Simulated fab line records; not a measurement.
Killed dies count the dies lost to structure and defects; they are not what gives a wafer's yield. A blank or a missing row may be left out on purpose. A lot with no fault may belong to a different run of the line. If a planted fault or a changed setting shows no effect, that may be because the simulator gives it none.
fab line records -- flow n5-finfet
[record] lots = 5, wafers = 15, last-day = 19
route steps=1938 shown BEOL_M9@1448 PASSIVATION@1936
lots that met no fault: from a run of the same line without faults
start-h: start of the lot's first displayed wafer, in hours after the record's first day -- wait-h: time in hours since the lot's previous step -- " repeats the value in the row above -- L1.1+2: several wafers, shown together as one row -- - no value present, or no start provided -- * or withheld: withheld -- < > ~ a bound
route shown NAME@n: NAME is a module with steps in the file, n the number in the route of the first one -- usual: mean/standard deviation taken from wafers without a fault -- same: alike in all rows -- chamber/n: place in a boat -- sites: each site's reading -- _std_site: standard deviation across them -- _edge_site: the outer-site mean with the inner-site mean subtracted -- radius-mm: for every site, how far away it sits from the centre of the wafer -- mask NAME#n: copy n -- behind: the most recent tool/chamber to have shaped the wafer -- hold: why the lot went on hold/how many hours it stayed there/how the hold came to an end -- device: whichever transistor did not switch (one of n, p or np) -- end of line: at the end of the route, the tests of the same wafers -- a step given without rows: its recipe and nothing more -- killed: the dies lost at the first sort to structure and to defects; this is not the yield of the wafer -- map: per-die view of a wafer (x killed, . not killed, _ where there is no die)
set.NAME: the setting as run; set.NAME@STEP: as run at that earlier step -- model.NAME: the simulator's own value behind a step, which no gauge read
lots at selected steps of the route; one table per step, one row per wafer
services: from which hour (start-h, from the record's first day; less than 0 if before it) a tool's chamber was out of use, for how many hours, and why
[[steps]]
[step N5_BEOL_M9_STRIP_80]
[recipe] chemistry = N2/H2, time-s = 10, power-w = 450, temp-c = 40, pressure-mtorr = 20, rf-frequency-hz = 6e+07, bias-power-w = 7, n2-flow-sccm = 200, h2-flow-sccm = 200
[step N5_BEOL_M9_OCD_MEAS_38]
[usual] trench-depth-nm = 151/3.8
lot.wafer,tool,chamber,start-h,wait-h,trench-depth-nm
L301.1,ocd-01,-,276.57,-,144
L301.2,ocd-01,-,276.57,-,152
L301.3,ocd-01,-,276.57,-,146
L305.3,ocd-02,-,287.96,-,152
L305.4,ocd-02,-,287.96,-,151
L305.5,ocd-02,-,287.96,-,153
L317.1,ocd-01,-,379.82,-,158
L317.3,ocd-01,-,379.82,-,156
L317.5,ocd-01,-,379.82,-,158
L316.1,ocd-01,-,385.48,-,142
L316.4,ocd-01,-,385.48,-,157
L316.6,ocd-01,-,385.48,-,151
L315.1,ocd-01,-,389.34,-,154
L315.2,ocd-01,-,389.34,-,153
L315.6,ocd-01,-,389.34,-,148
[step N5_BEOL_M9_HM_STRIP_39]
[recipe] chemistry = peroxide-tin-strip, material = TiN, target-depth-a = 250, temp-c = 50, time-s = 158
[step N5_BEOL_M9_SRD_40]
[recipe] time-s = 30, temp-c = 23, rinse-liquid = diw, dry = ipa-marangoni
[step N5_BEOL_M9_PRECLEAN_42]
[recipe] chemistry = residue-remover, time-s = 60, temp-c = 40
[step N5_BEOL_M9_SRD_43]
[recipe] time-s = 30, temp-c = 23, rinse-liquid = diw, dry = ipa-marangoni
[step N5_BEOL_M9_CD_MEAS_35]
[recipe] target-cd-nm = 70, target-cd-y-nm = 40, polarity = opening
[usual] cd-nm = 70.0/0.63
lot.wafer,tool,chamber,start-h,wait-h,cd-nm
L301.1,cd-sem-01,-,276.73,0.0,68.3
L301.2,cd-sem-01,-,276.73,0.0,70.9
L301.3,cd-sem-01,-,276.73,0.0,70.2
L305.3,cd-sem-01,-,288.11,0.0,68.9
L305.4,cd-sem-01,-,288.11,0.0,70.9
L305.5,cd-sem-01,-,288.11,0.0,70.5
L317.1,cd-sem-03,-,379.99,0.0,70.4
L317.3,cd-sem-03,-,379.99,0.0,69.9
L317.5,cd-sem-03,-,379.99,0.0,71.0
L316.1,cd-sem-03,-,385.64,0.0,70.0
L316.4,cd-sem-03,-,385.64,0.0,69.9
L316.6,cd-sem-03,-,385.64,0.0,70.4
L315.1,cd-sem-03,-,389.49,0.0,70.5
L315.2,cd-sem-03,-,389.49,0.0,71.6
L315.6,cd-sem-03,-,389.49,0.0,71.0
[step N5_BEOL_M9_CURE_72]
[recipe] temp-c = 370, time-s = 120, ambient = DMADMS/He, material = SiCOH_lowk
[usual] lamp-power-pct = 52.31/0.057, wafer_temp_C_max = 371.4/0.42
lot.wafer,tool,chamber,start-h,wait-h,lamp-power-pct,wafer_temp_C_max
L301.1,uv-cure-01,1,276.77,0.0,52.38,371.4
L301.2,uv-cure-01,1,276.77,0.0,52.23,371.1
L301.3,uv-cure-01,1,276.77,0.0,52.35,371.0
L305.3,uv-cure-02,2,288.25,0.1,52.37,371.5
L305.4,uv-cure-02,2,288.25,0.1,52.39,372.0
L305.5,uv-cure-02,2,288.25,0.1,52.22,371.9
L317.1,uv-cure-01,0,380.23,0.2,52.35,372.1
L317.3,uv-cure-01,0,380.23,0.2,52.39,371.7
L317.5,uv-cure-01,0,380.23,0.2,52.31,372.1
L316.1,uv-cure-03,2,385.68,0.0,52.31,371.2
L316.4,uv-cure-03,2,385.68,0.0,52.33,371.2
L316.6,uv-cure-03,2,385.68,0.0,52.28,371.0
L315.1,uv-cure-03,0,389.53,0.0,52.30,371.5
L315.2,uv-cure-03,0,389.53,0.0,52.39,371.2
L315.6,uv-cure-03,0,389.53,0.0,52.25,371.1
[step N5_BEOL_M9_DEGAS_44]
[recipe] ambient = vacuum, temp-c = 250, time-s = 60
[usual] heater-power-w = 339/21
lot.wafer,tool,chamber,start-h,wait-h,heater-power-w
L301.1,pvd-sputter-02,-,277.32,0.5,403
L301.2,pvd-sputter-02,-,277.32,0.5,337
L301.3,pvd-sputter-02,-,277.32,0.5,320
L305.3,pvd-sputter-01,-,288.47,0.2,338
L305.4,pvd-sputter-01,-,288.47,0.2,365
L305.5,pvd-sputter-01,-,288.47,0.2,323
L317.1,pvd-sputter-01,-,380.70,0.4,316
L317.3,pvd-sputter-01,-,380.70,0.4,336
L317.5,pvd-sputter-01,-,380.70,0.4,338
L316.1,pvd-sputter-01,-,386.09,0.4,361
L316.4,pvd-sputter-01,-,386.09,0.4,320
L316.6,pvd-sputter-01,-,386.09,0.4,351
L315.1,pvd-sputter-03,-,389.92,0.3,336
L315.2,pvd-sputter-03,-,389.92,0.3,327
L315.6,pvd-sputter-03,-,389.92,0.3,338
[step N5_BEOL_M9_PRE_CLEAN_45]
[recipe] gas = H2/He, time-s = 30, temp-c = 250
[usual] heater-power-w = 340/21
lot.wafer,tool,chamber,start-h,wait-h,heater-power-w
L301.1,pvd-sputter-02,-,277.36,0.0,400
L301.2,pvd-sputter-02,-,277.36,0.0,336
L301.3,pvd-sputter-02,-,277.36,0.0,320
L305.3,pvd-sputter-01,-,288.51,0.0,340
L305.4,pvd-sputter-01,-,288.51,0.0,356
L305.5,pvd-sputter-01,-,288.51,0.0,311
L317.1,pvd-sputter-01,-,380.74,0.0,311
L317.3,pvd-sputter-01,-,380.74,0.0,330
L317.5,pvd-sputter-01,-,380.74,0.0,343
L316.1,pvd-sputter-01,-,386.13,0.0,355
L316.4,pvd-sputter-01,-,386.13,0.0,322
L316.6,pvd-sputter-01,-,386.13,0.0,357
L315.1,pvd-sputter-03,-,389.96,0.0,341
L315.2,pvd-sputter-03,-,389.96,0.0,328
L315.6,pvd-sputter-03,-,389.96,0.0,326
[step N5_BEOL_M9_ALD_74]
[recipe] material = TaN, target-thk-a = 20, temp-c = 275, ald-precursor-family = PDMAT, ald-co-reactant = NH3, pressure-torr = 3, carrier-flow-sccm = 1500, pulse-time-s = 2, purge-time-s = 3, co-reactant-purge-time-s = 2, co-reactant-pulse-time-s = 3, ald-cycles = 40, precursor-vessel-temp-c = 75, precursor-vessel-pressure-torr = 26.25, precursor-vessel-carrier-sccm = 1000
[step N5_BEOL_M9_SURFACE_TREAT_79]
[recipe] gas = Ar, time-s = *, ion-energy-ev = *, ion-current-ma-cm2 = 0.5, pressure-mtorr = *, ar-flow-sccm = 30
[usual] ar-flow-sccm = 30.01/0.096, throttle-valve-pct = *
lot.wafer,tool,chamber,start-h,wait-h,ar-flow-sccm,throttle-valve-pct
L301.1,pvd-sputter-02,-,277.72,0.2,29.88,*
L301.2,pvd-sputter-02,-,277.72,0.2,29.94,*
L301.3,pvd-sputter-02,-,277.72,0.2,30.11,*
L305.3,pvd-sputter-02,-,288.91,0.2,29.95,*
L305.4,pvd-sputter-02,-,288.91,0.2,30.12,*
L305.5,pvd-sputter-02,-,288.91,0.2,30.05,*
L317.1,pvd-sputter-02,-,381.49,0.5,29.93,*
L317.3,pvd-sputter-02,-,381.49,0.5,30.04,*
L317.5,pvd-sputter-02,-,381.49,0.5,30.02,*
L316.1,pvd-sputter-02,-,386.56,0.2,30.03,*
L316.4,pvd-sputter-02,-,386.56,0.2,29.95,*
L316.6,pvd-sputter-02,-,386.56,0.2,29.92,*
L315.1,pvd-sputter-01,-,390.31,0.2,29.97,*
L315.2,pvd-sputter-01,-,390.31,0.2,30.01,*
L315.6,pvd-sputter-01,-,390.31,0.2,30.23,*
[step N5_BEOL_M9_CVD_78]
[recipe] material = Co, target-thk-a = 20, temp-c = withheld, precursor = CCTBA/H2, pressure-torr = 30, time-s = 138.9
[usual] run-length-s = 161.7/0.57
lot.wafer,tool,chamber,start-h,wait-h,run-length-s
L301.1,cvd-co-02,0,277.78,0.0,162.4
L301.2,cvd-co-02,1,277.78,0.0,160.9
L301.3,cvd-co-02,2,277.78,0.0,161.9
L305.3,cvd-co-02,2,289.11,0.2,162.2
L305.4,cvd-co-02,0,289.11,0.2,226.8
L305.5,cvd-co-02,2,289.11,0.2,162.2
L317.1,cvd-co-01,2,381.55,0.0,160.8
L317.3,cvd-co-01,2,381.55,0.0,161.0
L317.5,cvd-co-01,0,381.55,0.0,161.9
L316.1,cvd-co-01,2,386.62,0.0,161.4
L316.4,cvd-co-01,0,386.62,0.0,162.1
L316.6,cvd-co-01,2,386.62,0.0,160.8
L315.1,cvd-co-02,2,390.37,0.0,161.8
L315.2,cvd-co-02,0,390.37,0.0,162.7
L315.6,cvd-co-02,0,390.37,0.0,162.5
[step N5_BEOL_M9_SPUTTER_48]
[recipe] material = Cu, target-thk-a = 120, temp-c = -20, bias-v = 60, power-w = 26000, chamber-pressure-pa = 0.13, time-s = 2
[usual] bias-v = 60.0/0.62, throttle-valve-pct = 29.3/1.2
lot.wafer,tool,chamber,start-h,wait-h,bias-v,throttle-valve-pct
L301.1,pvd-sputter-02,-,277.94,0.1,59.8,30.6
L301.2,pvd-sputter-02,-,277.94,0.1,60.0,26.5
L301.3,pvd-sputter-02,-,277.94,0.1,61.4,30.5
L305.3,pvd-sputter-02,-,289.31,0.2,60.6,30.3
L305.4,pvd-sputter-02,-,289.31,0.2,60.5,26.6
L305.5,pvd-sputter-02,-,289.31,0.2,60.0,30.0
L317.1,pvd-sputter-02,-,381.83,0.2,59.8,28.5
L317.3,pvd-sputter-02,-,381.83,0.2,58.7,26.8
L317.5,pvd-sputter-02,-,381.83,0.2,60.2,30.4
L316.1,pvd-sputter-02,-,386.84,0.2,60.1,28.6
L316.4,pvd-sputter-02,-,386.84,0.2,60.0,30.5
L316.6,pvd-sputter-02,-,386.84,0.2,60.3,28.4
L315.1,pvd-sputter-03,-,390.49,0.1,59.9,29.0
L315.2,pvd-sputter-03,-,390.49,0.1,60.9,30.2
L315.6,pvd-sputter-03,-,390.49,0.1,60.2,29.1
[step N5_PASSIVATION_PROBE_49]
[usual] defect-limited-yield = 91.3/1.4, killed_at_M0_to_M3 = 33/11, killed_at_M4_up = 15/6.2, killed-at-contacts = 13/6.5, killed-at-front-end = 38/11, killed-at-other = 3.4/2.6, killed-dies = 102/17, killed-on-rim = 13/4.1, killed-open = 67/12, killed-short = 34/7.9, sort_bin_5_function = 5.1/0.88, sort_bin_6_memory = 3.3/0.65, sort-n-pass = 1078/17, sort-yield-pct = 91.3/1.4
[same] gross-dies = 1180, killed-at-back-side = 0, sort_bin_4_leakage[%] = 0, sort_bin_8_speed[%] = 0
lot.wafer,tool,chamber,start-h,wait-h,defect-limited-yield[%],killed_at_M0_to_M3,killed_at_M4_up,killed-at-contacts,killed-at-front-end,killed-at-other,killed-dies,killed-on-rim,killed-open,killed-short,sort_bin_5_function[%],sort_bin_6_memory[%],sort-n-pass,sort-yield-pct[%]
L301.1,prober-01,-,338.93,0.4,91.6,43,11,9,32,4,99,13,67,31,5.5,2.7,1081,91.6
L301.2,prober-01,-,338.98,0.4,93.6,42,8,7,18,1,76,9,58,18,4.6,1.7,1104,93.6
L301.3,prober-01,-,339.03,0.5,91.1,31,12,14,39,9,105,14,62,41,4.6,3.8,1075,91.1
L305.3,prober-02,-,346.76,0.1,91.0,26,26,14,33,7,106,24,66,39,4.9,4.1,1074,91.0
L305.4,prober-02,-,346.81,0.2,90.4,30,14,13,53,3,113,21,66,47,6.2,3.2,1067,90.4
L305.5,prober-02,-,346.86,0.2,91.2,38,26,6,34,0,104,16,71,32,5.3,3.3,1076,91.2
L317.1,prober-01,-,449.93,0.0,90.8,33,12,14,43,7,109,17,65,43,5.8,3.0,1071,90.8
L317.3,prober-01,-,450.03,0.1,90.1,57,14,3,38,5,117,22,70,47,6.3,3.1,1063,90.1
L317.5,prober-01,-,450.13,0.2,91.3,28,17,8,42,8,103,12,65,38,5.3,3.3,1077,91.3
L316.1,prober-01,-,455.29,0.0,89.4,45,20,11,44,5,125,11,87,37,6.1,4.3,1055,89.4
L316.4,prober-01,-,455.44,0.2,89.9,36,30,8,41,4,119,18,94,25,5.9,4.1,1061,89.9
L316.6,prober-01,-,455.54,0.3,87.7,38,29,19,55,4,145,18,86,59,7.4,4.1,1035,87.7
L315.1,prober-02,-,455.74,0.0,91.3,33,26,13,28,3,103,12,75,25,4.6,3.9,1077,91.3
L315.2,prober-02,-,455.79,0.1,91.1,37,23,5,37,3,105,13,71,32,5.3,3.4,1075,91.1
L315.6,prober-02,-,455.99,0.3,94.2,22,17,6,23,0,68,7,46,19,3.5,2.2,1112,94.2
// killed by level:class
L301.1 FIN_SAQP:geometric-particle:open=12 BEOL_M2:geometric-particle:open=12 MOL_CONTACT_COAG:geometric-particle:open=9 BEOL_M1:geometric-particle:open=9 BEOL_M0_SAQP:geometric-particle:short=8 STARTING-WAFER:geometric-particle:open=5 BEOL_M2:geometric-particle:short=4 BEOL_M3:geometric-particle:open=4
L301.2 BEOL_M1:geometric-particle:open=15 BEOL_M2:geometric-particle:open=7 MOL_CONTACT_COAG:geometric-particle:open=7 BEOL_M0_SAQP:geometric-particle:short=5 FIN_SAQP:geometric-particle:open=4 BEOL_M0_SAQP:geometric-particle:open=4 BEOL_M3:geometric-particle:open=4 STI_FIN_REVEAL:geometric-particle:open=3
L301.3 MOL_CONTACT_COAG:geometric-particle:open=12 BEOL_M1:geometric-particle:open=12 FIN_SAQP:geometric-particle:open=7 FIN_SAQP:geometric-particle:short=5 DUMMY_GATE:geometric-particle:open=5 BEOL_M0_SAQP:geometric-particle:short=5 BEOL_M2:geometric-particle:open=5 STARTING-WAFER:geometric-particle:short=5
L305.3 MOL_CONTACT_COAG:geometric-particle:open=13 FIN_SAQP:geometric-particle:short=10 BEOL_M4:geometric-particle:open=10 BEOL_M1:geometric-particle:open=9 BEOL_M5:geometric-particle:open=5 BEOL_M2:geometric-particle:open=4 BEOL_M4:geometric-particle:short=4 FIN_SAQP:geometric-particle:open=3
L305.4 FIN_SAQP:geometric-particle:short=20 FIN_SAQP:geometric-particle:open=13 MOL_CONTACT_COAG:geometric-particle:open=10 BEOL_M1:geometric-particle:short=8 BEOL_M1:geometric-particle:open=8 GATE_CUT:geometric-particle:open=4 BEOL_M0_SAQP:geometric-particle:open=4 DUMMY_GATE:geometric-particle:open=3
L305.5 BEOL_M4:geometric-particle:open=15 FIN_SAQP:geometric-particle:open=13 BEOL_M1:geometric-particle:open=13 FIN_SAQP:geometric-particle:short=7 BEOL_M1:geometric-particle:short=7 BEOL_M2:geometric-particle:open=7 MOL_CONTACT_COAG:geometric-particle:open=5 STI_FIN_REVEAL:geometric-particle:open=4
L317.1 FIN_SAQP:geometric-particle:short=15 MOL_CONTACT_COAG:geometric-particle:open=12 BEOL_M2:geometric-particle:open=8 GATE_CUT:geometric-particle:short=6 BEOL_M0_SAQP:geometric-particle:open=6 BEOL_M1:geometric-particle:open=6 FIN_SAQP:geometric-particle:open=5 BEOL_M3:geometric-particle:open=4
L317.3 BEOL_M0_SAQP:geometric-particle:open=13 FIN_SAQP:geometric-particle:short=12 BEOL_M0_SAQP:geometric-particle:short=10 BEOL_M2:geometric-particle:open=8 BEOL_M4:geometric-particle:open=6 DUMMY_GATE:geometric-particle:open=6 BEOL_M1:geometric-particle:open=6 BEOL_M3:geometric-particle:open=6
L317.5 FIN_SAQP:geometric-particle:short=12 BEOL_M4:geometric-particle:open=8 MOL_CONTACT_COAG:geometric-particle:open=7 STI_FIN_REVEAL:geometric-particle:open=6 GATE_CUT:geometric-particle:short=5 BEOL_M2:geometric-particle:open=5 FIN_SAQP:geometric-particle:open=4 GATE_CUT:geometric-particle:open=4
L316.1 FIN_SAQP:geometric-particle:open=16 BEOL_M3:geometric-particle:open=14 BEOL_M4:geometric-particle:open=11 BEOL_M2:geometric-particle:open=10 MOL_CONTACT_COAG:geometric-particle:open=9 FIN_SAQP:geometric-particle:short=6 STI_FIN_REVEAL:geometric-particle:open=6 BEOL_M0_SAQP:geometric-particle:open=6
L316.4 BEOL_M4:geometric-particle:open=20 BEOL_M2:geometric-particle:open=11 FIN_SAQP:geometric-particle:open=9 BEOL_M1:geometric-particle:open=9 MOL_CONTACT_COAG:geometric-particle:open=8 STI_FIN_REVEAL:geometric-particle:open=6 DUMMY_GATE:geometric-particle:open=6 FIN_SAQP:geometric-particle:short=5
L316.6 BEOL_M4:geometric-particle:open=18 GATE_CUT:geometric-particle:short=14 MOL_CONTACT_COAG:geometric-particle:open=11 BEOL_M1:geometric-particle:short=9 FIN_SAQP:geometric-particle:short=8 MOL_CONTACT_COAG:geometric-particle:short=8 BEOL_M3:geometric-particle:open=8 BEOL_M0_SAQP:geometric-particle:open=7
L315.1 BEOL_M4:geometric-particle:open=16 MOL_CONTACT_COAG:geometric-particle:open=12 FIN_SAQP:geometric-particle:open=8 BEOL_M0_SAQP:geometric-particle:open=8 BEOL_M0_SAQP:geometric-particle:short=6 STARTING-WAFER:geometric-particle:open=6 DUMMY_GATE:geometric-particle:open=5 BEOL_M3:geometric-particle:open=4
L315.2 FIN_SAQP:geometric-particle:open=15 BEOL_M4:geometric-particle:open=12 BEOL_M3:geometric-particle:open=7 BEOL_M0_SAQP:geometric-particle:open=6 BEOL_M2:geometric-particle:open=5 MOL_CONTACT_COAG:geometric-particle:open=5 BEOL_M0:geometric-particle:open=5 FIN_SAQP:geometric-particle:short=4
L315.6 FIN_SAQP:geometric-particle:open=6 BEOL_M0_SAQP:geometric-particle:short=6 BEOL_M4:geometric-particle:open=6 MOL_CONTACT_COAG:geometric-particle:open=5 BEOL_M1:geometric-particle:open=5 BEOL_M5:geometric-particle:open=5 DUMMY_GATE:geometric-particle:open=4 BEOL_M2:geometric-particle:open=4
[[services]]
tool,chamber,start-h,hours,kind
cvd-co-01,-,267.94,1.4,repair
uv-cure-03,-,270.70,6.0,pm
uv-cure-03,-,277.73,9.2,repair
cvd-co-02,-,331.18,1.1,repair
cvd-co-01,-,331.84,41.0,repair
uv-cure-02,-,358.39,5.2,repair
pvd-sputter-01,-,370.77,4.7,repair
uv-cure-01,-,380.65,0.6,repair
uv-cure-02,-,384.53,23.9,repair
[[key]]
[first-sign] step = N5_BEOL_M9_CVD_78, reading = run-length-s, direction = up, sigmas = 99+, usual = *, struck = *
effect none on later readings
met-at N5_BEOL_M9_CVD_78
struck-wafers L305.4
onset-between 277.78 289.11
[fault] kind = process-parameter-drift, tool = cvd-co-02, chamber = 0, onset-h = 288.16, steps = N5_BEOL_M9_CVD_78, channel = time-s, offset = *, shape = step, end-h = 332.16, acts-in = *, stated = *
